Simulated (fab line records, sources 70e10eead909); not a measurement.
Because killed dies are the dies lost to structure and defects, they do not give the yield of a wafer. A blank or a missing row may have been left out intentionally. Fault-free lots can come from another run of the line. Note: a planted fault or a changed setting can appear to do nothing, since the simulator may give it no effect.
fab line records :: flow nand-harc
record:
  lots: 6
  wafers: 18
  last-day: 33
route steps=1302 shown A_ONON_D1@432 END@1302
lots that met no fault: from a run of the same line without faults
start-h: hours from the record's first day to the start of the lot's first wafer shown :: wait-h: time in hours since the lot's previous step :: " same as the row above :: L1.1+2: a single row standing in for several wafers :: - no value present, or no start provided :: * or withheld: withheld :: < > ~ a bound
route shown NAME@n: names a module that has steps shown in the file, with the first one's number in the route :: usual: mean/standard deviation of fault-free wafers :: same: alike in all rows :: chamber/n: place in a boat :: sites: per-site readings :: _std_site: standard deviation of those values :: _edge_site: mean of outer sites minus mean of inner sites :: radius-mm: how far each site lies from the wafer's centre :: mask NAME#n: copy n :: behind: the last tool/chamber to shape the wafer :: hold: reason for holding the lot/hours on hold/outcome of the hold :: device: the transistor (n, p or np) that didn't switch :: end of line: at the end of the route, the tests of the same wafers :: a step given without rows: its recipe and nothing more :: killed: not the wafer's yield, but the dies lost to structure and defects at the first sort :: map: a wafer's dies, marking killed ones x, the rest . and places with no die _
set.NAME: the run value of the setting; set.NAME@STEP: its run value at that earlier step :: model.NAME: the simulator's own value behind a step, which no gauge read
lots at selected steps of the route; one table per step, one row per wafer
services: the hour from which a tool's chamber was out of use, counted from the record's first day as start-h (under 0 if before that day), plus the number of hours and why
== steps ==
step: NHARC_A_ONON_D1_DEP_12
recipe:
  target-thk-a: 10000
  n2-flow-sccm: 2750
  n2o-flow-sccm: 2000
  nh3-flow-sccm: 500
  sih4-flow-sccm: 210
  temp-c: 400
step: NHARC_A_ONON_D1_THK_MEAS_14
recipe:
  thk-meas-gauge: ellipsometry
usual:
  thk-nm: 996/8.9
lot.wafer: L985.3
tool: film-metro-01
chamber: -
start-h: 195.61
wait-h: -
thk-nm: 1000

lot.wafer: L985.4
tool: film-metro-01
chamber: -
start-h: 195.61
wait-h: -
thk-nm: 1001

lot.wafer: L985.6
tool: film-metro-01
chamber: -
start-h: 195.61
wait-h: -
thk-nm: 1000

lot.wafer: L986.1
tool: film-metro-01
chamber: -
start-h: 195.94
wait-h: -
thk-nm: 992

lot.wafer: L986.2
tool: film-metro-01
chamber: -
start-h: 195.94
wait-h: -
thk-nm: 990

lot.wafer: L986.5
tool: film-metro-01
chamber: -
start-h: 195.94
wait-h: -
thk-nm: 990

lot.wafer: L995.1
tool: film-metro-01
chamber: -
start-h: 290.83
wait-h: -
thk-nm: 980

lot.wafer: L995.2
tool: film-metro-01
chamber: -
start-h: 290.83
wait-h: -
thk-nm: 981

lot.wafer: L995.5
tool: film-metro-01
chamber: -
start-h: 290.83
wait-h: -
thk-nm: 981

lot.wafer: L996.1
tool: film-metro-02
chamber: -
start-h: 307.01
wait-h: -
thk-nm: 990

lot.wafer: L996.4
tool: film-metro-02
chamber: -
start-h: 307.01
wait-h: -
thk-nm: 989

lot.wafer: L996.6
tool: film-metro-02
chamber: -
start-h: 307.01
wait-h: -
thk-nm: 989

lot.wafer: L102.2
tool: film-metro-01
chamber: -
start-h: 366.64
wait-h: -
thk-nm: 1007

lot.wafer: L102.4
tool: film-metro-01
chamber: -
start-h: 366.64
wait-h: -
thk-nm: 1008

lot.wafer: L102.6
tool: film-metro-01
chamber: -
start-h: 366.64
wait-h: -
thk-nm: 1009

lot.wafer: L104.3
tool: film-metro-01
chamber: -
start-h: 382.39
wait-h: -
thk-nm: 1001

lot.wafer: L104.5
tool: film-metro-01
chamber: -
start-h: 382.39
wait-h: -
thk-nm: 1002

lot.wafer: L104.6
tool: film-metro-01
chamber: -
start-h: 382.39
wait-h: -
thk-nm: 1001
step: NHARC_A_ONON_D1_ANNEAL_15
recipe:
  temp-c: 750
  time-s: 3600
step: NHARC_A_ONON_D1_DEP_16
recipe:
  target-thk-a: 10000
  n2-flow-sccm: 2750
  n2o-flow-sccm: 2000
  nh3-flow-sccm: 500
  sih4-flow-sccm: 210
  temp-c: 400
step: NHARC_A_ONON_D1_THK_MEAS_18
recipe:
  thk-meas-gauge: ellipsometry
usual:
  thk-nm: 1001/9.9
lot.wafer: L985.3
tool: film-metro-01
chamber: -
start-h: 205.74
wait-h: -
thk-nm: 1004

lot.wafer: L985.4
tool: film-metro-01
chamber: -
start-h: 205.74
wait-h: -
thk-nm: 1005

lot.wafer: L985.6
tool: film-metro-01
chamber: -
start-h: 205.74
wait-h: -
thk-nm: 1005

lot.wafer: L986.1
tool: film-metro-01
chamber: -
start-h: 205.75
wait-h: -
thk-nm: 994

lot.wafer: L986.2
tool: film-metro-01
chamber: -
start-h: 205.75
wait-h: -
thk-nm: 993

lot.wafer: L986.5
tool: film-metro-01
chamber: -
start-h: 205.75
wait-h: -
thk-nm: 993

lot.wafer: L995.1
tool: film-metro-01
chamber: -
start-h: 298.60
wait-h: -
thk-nm: 1003

lot.wafer: L995.2
tool: film-metro-01
chamber: -
start-h: 298.60
wait-h: -
thk-nm: 1003

lot.wafer: L995.5
tool: film-metro-01
chamber: -
start-h: 298.60
wait-h: -
thk-nm: 1004

lot.wafer: L996.1
tool: film-metro-02
chamber: -
start-h: 316.09
wait-h: -
thk-nm: 997

lot.wafer: L996.4
tool: film-metro-02
chamber: -
start-h: 316.09
wait-h: -
thk-nm: 997

lot.wafer: L996.6
tool: film-metro-02
chamber: -
start-h: 316.09
wait-h: -
thk-nm: 998

lot.wafer: L102.2
tool: film-metro-01
chamber: -
start-h: 374.72
wait-h: -
thk-nm: 1001

lot.wafer: L102.4
tool: film-metro-01
chamber: -
start-h: 374.72
wait-h: -
thk-nm: 999

lot.wafer: L102.6
tool: film-metro-01
chamber: -
start-h: 374.72
wait-h: -
thk-nm: 1000

lot.wafer: L104.3
tool: film-metro-01
chamber: -
start-h: 390.18
wait-h: -
thk-nm: 994

lot.wafer: L104.5
tool: film-metro-01
chamber: -
start-h: 390.18
wait-h: -
thk-nm: 994

lot.wafer: L104.6
tool: film-metro-01
chamber: -
start-h: 390.18
wait-h: -
thk-nm: 993
step: NHARC_A_ONON_D1_DEP_19
recipe:
  target-thk-a: 10000
  n2-flow-sccm: 2750
  n2o-flow-sccm: 2000
  nh3-flow-sccm: 500
  sih4-flow-sccm: 210
  temp-c: 400
step: NHARC_A_ONON_D1_THK_MEAS_21
recipe:
  thk-meas-gauge: ellipsometry
usual:
  thk-nm: 1002/13
lot.wafer: L985.3
tool: film-metro-01
chamber: -
start-h: 206.30
wait-h: -
thk-nm: 1010

lot.wafer: L985.4
tool: film-metro-01
chamber: -
start-h: 206.30
wait-h: -
thk-nm: 1010

lot.wafer: L985.6
tool: film-metro-01
chamber: -
start-h: 206.30
wait-h: -
thk-nm: 1010

lot.wafer: L986.1
tool: film-metro-01
chamber: -
start-h: 206.31
wait-h: -
thk-nm: 1009

lot.wafer: L986.2
tool: film-metro-01
chamber: -
start-h: 206.31
wait-h: -
thk-nm: 1008

lot.wafer: L986.5
tool: film-metro-01
chamber: -
start-h: 206.31
wait-h: -
thk-nm: 1010

lot.wafer: L995.1
tool: film-metro-02
chamber: -
start-h: 299.16
wait-h: -
thk-nm: 990

lot.wafer: L995.2
tool: film-metro-02
chamber: -
start-h: 299.16
wait-h: -
thk-nm: 992

lot.wafer: L995.5
tool: film-metro-02
chamber: -
start-h: 299.16
wait-h: -
thk-nm: 989

lot.wafer: L996.1
tool: film-metro-02
chamber: -
start-h: 316.67
wait-h: -
thk-nm: 1009

lot.wafer: L996.4
tool: film-metro-02
chamber: -
start-h: 316.67
wait-h: -
thk-nm: 1009

lot.wafer: L996.6
tool: film-metro-02
chamber: -
start-h: 316.67
wait-h: -
thk-nm: 1008

lot.wafer: L102.2
tool: film-metro-01
chamber: -
start-h: 375.29
wait-h: -
thk-nm: 1012

lot.wafer: L102.4
tool: film-metro-01
chamber: -
start-h: 375.29
wait-h: -
thk-nm: 1015

lot.wafer: L102.6
tool: film-metro-01
chamber: -
start-h: 375.29
wait-h: -
thk-nm: 1012

lot.wafer: L104.3
tool: film-metro-02
chamber: -
start-h: 390.74
wait-h: -
thk-nm: 1005

lot.wafer: L104.5
tool: film-metro-02
chamber: -
start-h: 390.74
wait-h: -
thk-nm: 1005

lot.wafer: L104.6
tool: film-metro-02
chamber: -
start-h: 390.74
wait-h: -
thk-nm: 1007
step: NHARC_A_ONON_D1_DEP_22
recipe:
  target-thk-a: 10000
  n2-flow-sccm: 2750
  n2o-flow-sccm: 2000
  nh3-flow-sccm: 500
  sih4-flow-sccm: 210
  temp-c: 400
step: NHARC_A_ONON_D1_THK_MEAS_24
recipe:
  thk-meas-gauge: ellipsometry
usual:
  thk-nm: 1003/9.6
lot.wafer: L985.3
tool: film-metro-01
chamber: -
start-h: 206.87
wait-h: -
thk-nm: 1005

lot.wafer: L985.4
tool: film-metro-01
chamber: -
start-h: 206.87
wait-h: -
thk-nm: 1007

lot.wafer: L985.6
tool: film-metro-01
chamber: -
start-h: 206.87
wait-h: -
thk-nm: 1009

lot.wafer: L986.1
tool: film-metro-01
chamber: -
start-h: 206.88
wait-h: -
thk-nm: 1011

lot.wafer: L986.2
tool: film-metro-01
chamber: -
start-h: 206.88
wait-h: -
thk-nm: 1012

lot.wafer: L986.5
tool: film-metro-01
chamber: -
start-h: 206.88
wait-h: -
thk-nm: 1012

lot.wafer: L995.1
tool: film-metro-02
chamber: -
start-h: 299.75
wait-h: -
thk-nm: 994

lot.wafer: L995.2
tool: film-metro-02
chamber: -
start-h: 299.75
wait-h: -
thk-nm: 995

lot.wafer: L995.5
tool: film-metro-02
chamber: -
start-h: 299.75
wait-h: -
thk-nm: 994

lot.wafer: L996.1
tool: film-metro-02
chamber: -
start-h: 317.25
wait-h: -
thk-nm: 1007

lot.wafer: L996.4
tool: film-metro-02
chamber: -
start-h: 317.25
wait-h: -
thk-nm: 1008

lot.wafer: L996.6
tool: film-metro-02
chamber: -
start-h: 317.25
wait-h: -
thk-nm: 1006

lot.wafer: L102.2
tool: film-metro-01
chamber: -
start-h: 375.86
wait-h: -
thk-nm: 1007

lot.wafer: L102.4
tool: film-metro-01
chamber: -
start-h: 375.86
wait-h: -
thk-nm: 1007

lot.wafer: L102.6
tool: film-metro-01
chamber: -
start-h: 375.86
wait-h: -
thk-nm: 1006

lot.wafer: L104.3
tool: film-metro-01
chamber: -
start-h: 391.31
wait-h: -
thk-nm: 1022

lot.wafer: L104.5
tool: film-metro-01
chamber: -
start-h: 391.31
wait-h: -
thk-nm: 1022

lot.wafer: L104.6
tool: film-metro-01
chamber: -
start-h: 391.31
wait-h: -
thk-nm: 1023
step: NHARC_A_ONON_D1_DEP_25
recipe:
  target-thk-a: 10000
  n2-flow-sccm: 2750
  n2o-flow-sccm: 2000
  nh3-flow-sccm: 500
  sih4-flow-sccm: 210
  temp-c: 400
step: NHARC_A_ONON_D1_THK_MEAS_27
recipe:
  thk-meas-gauge: ellipsometry
usual:
  thk-nm: 1003/10
lot.wafer: L985.3
tool: film-metro-01
chamber: -
start-h: 207.45
wait-h: -
thk-nm: 997

lot.wafer: L985.4
tool: film-metro-01
chamber: -
start-h: 207.45
wait-h: -
thk-nm: 998

lot.wafer: L985.6
tool: film-metro-01
chamber: -
start-h: 207.45
wait-h: -
thk-nm: 996

lot.wafer: L986.1
tool: film-metro-01
chamber: -
start-h: 207.46
wait-h: -
thk-nm: 1007

lot.wafer: L986.2
tool: film-metro-01
chamber: -
start-h: 207.46
wait-h: -
thk-nm: 1007

lot.wafer: L986.5
tool: film-metro-01
chamber: -
start-h: 207.46
wait-h: -
thk-nm: 1008

lot.wafer: L995.1
tool: film-metro-01
chamber: -
start-h: 300.33
wait-h: -
thk-nm: 992

lot.wafer: L995.2
tool: film-metro-01
chamber: -
start-h: 300.33
wait-h: -
thk-nm: 993

lot.wafer: L995.5
tool: film-metro-01
chamber: -
start-h: 300.33
wait-h: -
thk-nm: 993

lot.wafer: L996.1
tool: film-metro-01
chamber: -
start-h: 317.82
wait-h: -
thk-nm: 993

lot.wafer: L996.4
tool: film-metro-01
chamber: -
start-h: 317.82
wait-h: -
thk-nm: 994

lot.wafer: L996.6
tool: film-metro-01
chamber: -
start-h: 317.82
wait-h: -
thk-nm: 993

lot.wafer: L102.2
tool: film-metro-01
chamber: -
start-h: 376.43
wait-h: -
thk-nm: 1018

lot.wafer: L102.4
tool: film-metro-01
chamber: -
start-h: 376.43
wait-h: -
thk-nm: 1018

lot.wafer: L102.6
tool: film-metro-01
chamber: -
start-h: 376.43
wait-h: -
thk-nm: 1020

lot.wafer: L104.3
tool: film-metro-02
chamber: -
start-h: 391.88
wait-h: -
thk-nm: 1012

lot.wafer: L104.5
tool: film-metro-02
chamber: -
start-h: 391.88
wait-h: -
thk-nm: 1012

lot.wafer: L104.6
tool: film-metro-02
chamber: -
start-h: 391.88
wait-h: -
thk-nm: 1011
step: NHARC_A_ONON_D1_DEP_28
recipe:
  target-thk-a: 10000
  n2-flow-sccm: 2750
  n2o-flow-sccm: 2000
  nh3-flow-sccm: 500
  sih4-flow-sccm: 210
  temp-c: 400
lot.wafer: L986.1+2+5
tool: pecvd-onon-03
chamber: 0
start-h: 207.52
wait-h: 0.1

lot.wafer: L985.3+4+6
tool: pecvd-onon-02
chamber: 0
start-h: 207.62
wait-h: 0.2

lot.wafer: L995.1+2+5
tool: pecvd-onon-02
chamber: 0
start-h: 300.38
wait-h: 0.1

lot.wafer: L996.1+4+6
tool: pecvd-onon-02
chamber: 0
start-h: 317.88
wait-h: 0.1

lot.wafer: L102.2+4+6
tool: pecvd-onon-03
chamber: 0
start-h: 376.54
wait-h: 0.1

lot.wafer: L104.3+5+6
tool: pecvd-onon-04
chamber: 0
start-h: 392.07
wait-h: 0.2
step: NHARC_A_ONON_D1_THK_MEAS_30
recipe:
  thk-meas-gauge: ellipsometry
usual:
  thk-nm: 1001/10
lot.wafer: L985.3
tool: film-metro-01
chamber: -
start-h: 208.01
wait-h: -
thk-nm: 1018

lot.wafer: L985.4
tool: film-metro-01
chamber: -
start-h: 208.01
wait-h: -
thk-nm: 1018

lot.wafer: L985.6
tool: film-metro-01
chamber: -
start-h: 208.01
wait-h: -
thk-nm: 1019

lot.wafer: L986.1
tool: film-metro-01
chamber: -
start-h: 208.03
wait-h: -
thk-nm: 1004

lot.wafer: L986.2
tool: film-metro-01
chamber: -
start-h: 208.03
wait-h: -
thk-nm: 1004

lot.wafer: L986.5
tool: film-metro-01
chamber: -
start-h: 208.03
wait-h: -
thk-nm: 1003

lot.wafer: L995.1
tool: film-metro-02
chamber: -
start-h: 300.89
wait-h: -
thk-nm: 658

lot.wafer: L995.2
tool: film-metro-02
chamber: -
start-h: 300.89
wait-h: -
thk-nm: 658

lot.wafer: L995.5
tool: film-metro-02
chamber: -
start-h: 300.89
wait-h: -
thk-nm: 658

lot.wafer: L996.1
tool: film-metro-02
chamber: -
start-h: 318.39
wait-h: -
thk-nm: 642

lot.wafer: L996.4
tool: film-metro-02
chamber: -
start-h: 318.39
wait-h: -
thk-nm: 641

lot.wafer: L996.6
tool: film-metro-02
chamber: -
start-h: 318.39
wait-h: -
thk-nm: 642

lot.wafer: L102.2
tool: film-metro-01
chamber: -
start-h: 376.99
wait-h: -
thk-nm: 1004

lot.wafer: L102.4
tool: film-metro-01
chamber: -
start-h: 376.99
wait-h: -
thk-nm: 1003

lot.wafer: L102.6
tool: film-metro-01
chamber: -
start-h: 376.99
wait-h: -
thk-nm: 1002

lot.wafer: L104.3
tool: film-metro-02
chamber: -
start-h: 392.46
wait-h: -
thk-nm: 1005

lot.wafer: L104.5
tool: film-metro-02
chamber: -
start-h: 392.46
wait-h: -
thk-nm: 1005

lot.wafer: L104.6
tool: film-metro-02
chamber: -
start-h: 392.46
wait-h: -
thk-nm: 1005
step: NHARC_A_ONON_D1_DEP_33
recipe:
  target-thk-a: 2000
  temp-c: 400
  pressure-torr: 6.5
  rf-w: 900
  teos-flow-sccm: 161.4
  flow-sccm: 2650
  target-thk-nm: 200
  gas: O2
  material: SiO2
usual:
  heater-power-w: 520/86
  throttle-valve-pct: 16.1/0.57
lot.wafer: L985.3
tool: pecvd-02
chamber: 2
start-h: 208.07
wait-h: 0.1
heater-power-w: 374
throttle-valve-pct: 16.5

lot.wafer: L985.6
tool: pecvd-02
chamber: 0
start-h: 208.07
wait-h: 0.1
heater-power-w: 482
throttle-valve-pct: 16.4

lot.wafer: L985.4
tool: pecvd-02
chamber: 1
start-h: 208.07
wait-h: 0.1
heater-power-w: 414
throttle-valve-pct: 16.2

lot.wafer: L986.2
tool: pecvd-03
chamber: 1
start-h: 208.13
wait-h: 0.1
heater-power-w: 554
throttle-valve-pct: 15.5

lot.wafer: L986.1
tool: pecvd-03
chamber: 2
start-h: 208.13
wait-h: 0.1
heater-power-w: 415
throttle-valve-pct: 16.2

lot.wafer: L986.5
tool: pecvd-03
chamber: 2
start-h: 208.13
wait-h: 0.1
heater-power-w: 432
throttle-valve-pct: 16.2

lot.wafer: L995.2
tool: pecvd-02
chamber: 0
start-h: 300.99
wait-h: 0.1
heater-power-w: 561
throttle-valve-pct: 15.8

lot.wafer: L995.1
tool: pecvd-02
chamber: 1
start-h: 300.99
wait-h: 0.1
heater-power-w: 430
throttle-valve-pct: 15.9

lot.wafer: L995.5
tool: pecvd-02
chamber: 0
start-h: 300.99
wait-h: 0.1
heater-power-w: 557
throttle-valve-pct: 16.2

lot.wafer: L996.1
tool: pecvd-02
chamber: 0
start-h: 318.45
wait-h: 0.1
heater-power-w: 631
throttle-valve-pct: 16.0

lot.wafer: L996.4
tool: pecvd-02
chamber: 1
start-h: 318.45
wait-h: 0.1
heater-power-w: 452
throttle-valve-pct: 16.3

lot.wafer: L996.6
tool: pecvd-02
chamber: 2
start-h: 318.45
wait-h: 0.1
heater-power-w: 453
throttle-valve-pct: 16.2

lot.wafer: L102.2
tool: pecvd-02
chamber: 1
start-h: 377.05
wait-h: 0.1
heater-power-w: 424
throttle-valve-pct: 16.0

lot.wafer: L102.4
tool: pecvd-02
chamber: 1
start-h: 377.05
wait-h: 0.1
heater-power-w: 418
throttle-valve-pct: 15.9

lot.wafer: L102.6
tool: pecvd-02
chamber: 2
start-h: 377.05
wait-h: 0.1
heater-power-w: 495
throttle-valve-pct: 16.1

lot.wafer: L104.3
tool: pecvd-01
chamber: 2
start-h: 392.57
wait-h: 0.1
heater-power-w: 557
throttle-valve-pct: 16.1

lot.wafer: L104.5
tool: pecvd-01
chamber: 2
start-h: 392.57
wait-h: 0.1
heater-power-w: 576
throttle-valve-pct: 16.1

lot.wafer: L104.6
tool: pecvd-01
chamber: 0
start-h: 392.57
wait-h: 0.1
heater-power-w: 493
throttle-valve-pct: 15.5
step: NHARC_END_SORT_01
recipe:
  temp-c: 25
usual:
  killed-at-array: 59/19
  killed-at-other: 0.6/0.85
  killed-at-periphery: 3.8/2.5
  killed-dies: 64/19
  killed-open: 3.3/1.8
  killed-short: 2.2/1.6
same:
  gross-dies: 677
lot.wafer: L995.1
tool: prober-02
chamber: 0
start-h: 699.31
wait-h: 4.9
killed-at-array: 674
killed-at-other: 1
killed-at-periphery: 2
killed-dies: 677
killed-open: 4
killed-short: 2

lot.wafer: L995.2
tool: prober-02
chamber: 0
start-h: 700.12
wait-h: 5.2
killed-at-array: 674
killed-at-other: 2
killed-at-periphery: 1
killed-dies: 677
killed-open: 6
killed-short: 1

lot.wafer: L995.5
tool: prober-02
chamber: 0
start-h: 702.54
wait-h: 6.1
killed-at-array: 671
killed-at-other: 1
killed-at-periphery: 5
killed-dies: 677
killed-open: 2
killed-short: 5

lot.wafer: L996.1
tool: prober-02
chamber: 0
start-h: 707.15
wait-h: 2.5
killed-at-array: 669
killed-at-other: 0
killed-at-periphery: 8
killed-dies: 677
killed-open: 5
killed-short: 1

lot.wafer: L996.4
tool: prober-02
chamber: 0
start-h: 709.57
wait-h: 3.4
killed-at-array: 671
killed-at-other: 2
killed-at-periphery: 4
killed-dies: 677
killed-open: 4
killed-short: 4

lot.wafer: L996.6
tool: prober-02
chamber: 0
start-h: 711.19
wait-h: 4.0
killed-at-array: 670
killed-at-other: 2
killed-at-periphery: 5
killed-dies: 677
killed-open: 4
killed-short: 0
killed by level:class
L995.1 A_ONON_D1:area-dep=566 A_CHANNEL_HOLE_D1:chamber-film-flake=37 A_SLIT:chamber-film-flake=37 A_CHANNEL_HOLE_D2:chamber-film-flake=13 A_CONTACT:chamber-film-flake=10 A_BONDPAD:chamber-film-flake=4 A_ONON_D2:geometric-particle:open=2 A_CHANNEL_FILL_D1:chamber-film-flake=2
L995.2 A_ONON_D1:area-dep=570 A_SLIT:chamber-film-flake=38 A_CHANNEL_HOLE_D1:chamber-film-flake=23 A_CHANNEL_HOLE_D2:chamber-film-flake=16 A_CONTACT:chamber-film-flake=14 A_STAIRCASE:chamber-film-flake=4 A_BONDPAD:chamber-film-flake=3 A_M0:geometric-particle:open=2
L995.5 A_ONON_D1:area-dep=585 A_CHANNEL_HOLE_D1:chamber-film-flake=35 A_SLIT:chamber-film-flake=26 A_CHANNEL_HOLE_D2:chamber-film-flake=7 A_CONTACT:chamber-film-flake=5 A_STAIRCASE:chamber-film-flake=4 A_SGD_CUT:geometric-particle:short=2 A_WL_FILL:chamber-film-flake=2
L996.1 A_ONON_D1:area-dep=637 A_CHANNEL_HOLE_D2:chamber-film-flake=15 P_M0:chamber-film-flake=6 A_CHANNEL_HOLE_D1:chamber-film-flake=6 A_ONON_D2:geometric-particle:open=2 A_SLIT:chamber-film-flake=2 A_CONTACT:chamber-film-flake=2 P_CONTACT:geometric-particle:open=1
L996.4 A_ONON_D1:area-dep=623 A_CHANNEL_HOLE_D2:chamber-film-flake=18 A_CHANNEL_HOLE_D1:chamber-film-flake=13 A_SLIT:chamber-film-flake=4 P_M0:chamber-film-flake=3 A_CONTACT:chamber-film-flake=3 A_ONON_D2:geometric-particle:short=2 A_CHANNEL_FILL_D1:chamber-film-flake=2
L996.6 A_ONON_D1:area-dep=633 A_CHANNEL_HOLE_D2:chamber-film-flake=22 A_CHANNEL_HOLE_D1:chamber-film-flake=6 P_ZERO_WELL:chamber-film-flake=2 P_M0:chamber-film-flake=2 A_SLIT:chamber-film-flake=2 A_CONTACT:chamber-film-flake=2 THIN_TSV:chamber-film-flake=2
map L995.1 (x killed, . not)
____________x____________
_________xxxxxxx_________
_______xxxxxxxxxxx_______
______xxxxxxxxxxxxx______
_____xxxxxxxxxxxxxxx_____
____xxxxxxxxxxxxxxxxx____
____xxxxxxxxxxxxxxxxx____
___xxxxxxxxxxxxxxxxxxx___
___xxxxxxxxxxxxxxxxxxx___
__xxxxxxxxxxxxxxxxxxxxx__
__xxxxxxxxxxxxxxxxxxxxx__
_xxxxxxxxxxxxxxxxxxxxxxx_
_xxxxxxxxxxxxxxxxxxxxxxx_
_xxxxxxxxxxxxxxxxxxxxxxx_
_xxxxxxxxxxxxxxxxxxxxxxx_
_xxxxxxxxxxxxxxxxxxxxxxx_
xxxxxxxxxxxxxxxxxxxxxxxxx
xxxxxxxxxxxxxxxxxxxxxxxxx
xxxxxxxxxxxxxxxxxxxxxxxxx
xxxxxxxxxxxxxxxxxxxxxxxxx
xxxxxxxxxxxxxxxxxxxxxxxxx
_xxxxxxxxxxxxxxxxxxxxxxx_
_xxxxxxxxxxxxxxxxxxxxxxx_
_xxxxxxxxxxxxxxxxxxxxxxx_
_xxxxxxxxxxxxxxxxxxxxxxx_
_xxxxxxxxxxxxxxxxxxxxxxx_
__xxxxxxxxxxxxxxxxxxxxx__
__xxxxxxxxxxxxxxxxxxxxx__
___xxxxxxxxxxxxxxxxxxx___
___xxxxxxxxxxxxxxxxxxx___
____xxxxxxxxxxxxxxxxx____
____xxxxxxxxxxxxxxxxx____
_____xxxxxxxxxxxxxxx_____
______xxxxxxxxxxxxx______
_______xxxxxxxxxxx_______
_________xxxxxxx_________
____________x____________
map L996.1 (x killed, . not)
____________x____________
_________xxxxxxx_________
_______xxxxxxxxxxx_______
______xxxxxxxxxxxxx______
_____xxxxxxxxxxxxxxx_____
____xxxxxxxxxxxxxxxxx____
____xxxxxxxxxxxxxxxxx____
___xxxxxxxxxxxxxxxxxxx___
___xxxxxxxxxxxxxxxxxxx___
__xxxxxxxxxxxxxxxxxxxxx__
__xxxxxxxxxxxxxxxxxxxxx__
_xxxxxxxxxxxxxxxxxxxxxxx_
_xxxxxxxxxxxxxxxxxxxxxxx_
_xxxxxxxxxxxxxxxxxxxxxxx_
_xxxxxxxxxxxxxxxxxxxxxxx_
_xxxxxxxxxxxxxxxxxxxxxxx_
xxxxxxxxxxxxxxxxxxxxxxxxx
xxxxxxxxxxxxxxxxxxxxxxxxx
xxxxxxxxxxxxxxxxxxxxxxxxx
xxxxxxxxxxxxxxxxxxxxxxxxx
xxxxxxxxxxxxxxxxxxxxxxxxx
_xxxxxxxxxxxxxxxxxxxxxxx_
_xxxxxxxxxxxxxxxxxxxxxxx_
_xxxxxxxxxxxxxxxxxxxxxxx_
_xxxxxxxxxxxxxxxxxxxxxxx_
_xxxxxxxxxxxxxxxxxxxxxxx_
__xxxxxxxxxxxxxxxxxxxxx__
__xxxxxxxxxxxxxxxxxxxxx__
___xxxxxxxxxxxxxxxxxxx___
___xxxxxxxxxxxxxxxxxxx___
____xxxxxxxxxxxxxxxxx____
____xxxxxxxxxxxxxxxxx____
_____xxxxxxxxxxxxxxx_____
______xxxxxxxxxxxxx______
_______xxxxxxxxxxx_______
_________xxxxxxx_________
____________x____________
== services ==
tool: pecvd-03
chamber: -
start-h: 185.00
hours: 13.0
kind: pm

tool: pecvd-03
chamber: 0
start-h: 185.00
hours: 13.0
kind: vent-cycle

tool: pecvd-03
chamber: 1
start-h: 185.00
hours: 13.0
kind: vent-cycle

tool: pecvd-03
chamber: 2
start-h: 185.00
hours: 13.0
kind: vent-cycle

tool: pecvd-onon-02
chamber: -
start-h: 185.09
hours: 13.0
kind: pm

tool: pecvd-onon-03
chamber: -
start-h: 186.71
hours: 2.8
kind: repair

tool: pecvd-03
chamber: 0
start-h: 198.00
hours: -
kind: clean

tool: pecvd-02
chamber: -
start-h: 214.44
hours: 2.0
kind: repair

tool: pecvd-02
chamber: -
start-h: 227.00
hours: 13.0
kind: pm

tool: pecvd-02
chamber: 0
start-h: 227.00
hours: 13.0
kind: vent-cycle

tool: pecvd-02
chamber: 1
start-h: 227.00
hours: 13.0
kind: vent-cycle

tool: pecvd-02
chamber: 2
start-h: 227.00
hours: 13.0
kind: vent-cycle

tool: pecvd-onon-03
chamber: -
start-h: 227.00
hours: 13.0
kind: pm

tool: pecvd-03
chamber: 0
start-h: 237.07
hours: 6.9
kind: repair

tool: pecvd-02
chamber: 0
start-h: 240.00
hours: -
kind: clean

tool: pecvd-02
chamber: 1
start-h: 240.00
hours: -
kind: clean

tool: pecvd-02
chamber: 2
start-h: 240.00
hours: -
kind: clean

tool: pecvd-onon-04
chamber: -
start-h: 241.68
hours: 7.7
kind: repair

tool: pecvd-01
chamber: -
start-h: 266.43
hours: 0.6
kind: repair

tool: pecvd-02
chamber: -
start-h: 287.93
hours: 1.0
kind: repair

tool: pecvd-01
chamber: -
start-h: 311.21
hours: 13.0
kind: pm

tool: pecvd-onon-04
chamber: -
start-h: 311.91
hours: 13.0
kind: pm

tool: pecvd-03
chamber: -
start-h: 366.00
hours: 13.0
kind: pm

tool: pecvd-onon-02
chamber: -
start-h: 366.09
hours: 13.0
kind: pm
== key ==
first-sign:
  step: NHARC_A_ONON_D1_THK_MEAS_30
  reading: thk-nm
  direction: down
  sigmas: 35
  usual: 1001
  struck: 650
effect:
  step: NHARC_END_SORT_01
  reading: killed-dies
  direction: up
  sigmas: 33
  usual: 64
  struck: 677
more-kills-born-at:
  NHARC_A_ONON_D1_DEP_28@pecvd-onon-02: 3614
met-at NHARC_A_ONON_D1_DEP_28
struck-wafers L995.1,L995.2,L995.5,L996.1,L996.4,L996.6
later-rows-left-out L995.1,L995.2,L995.5,L996.1,L996.4,L996.6
tester-left-out L995,L996
onset-between 207.62 300.38
fault:
  kind: process-parameter-drift
  tool: pecvd-onon-02
  chamber: -
  onset-h: 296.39
  steps: NHARC_A_ONON_D1_DEP_28
  channel: target-thk-a
  offset: *
  shape: step
  end-h: 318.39
  acts-in: *
  stated: *
tester-left-out: of these lots the tester's yield and bins aren't shown, on N5 and GAA mostly nor the transistor test; their killed dies are dies lost to structure and defects alone, not to doping, threshold or leakage, so they don't give the yield
later-rows-left-out: the simulator's readings of these wafers behind a module that went badly wrong aren't trusted and aren't shown, but for the sort
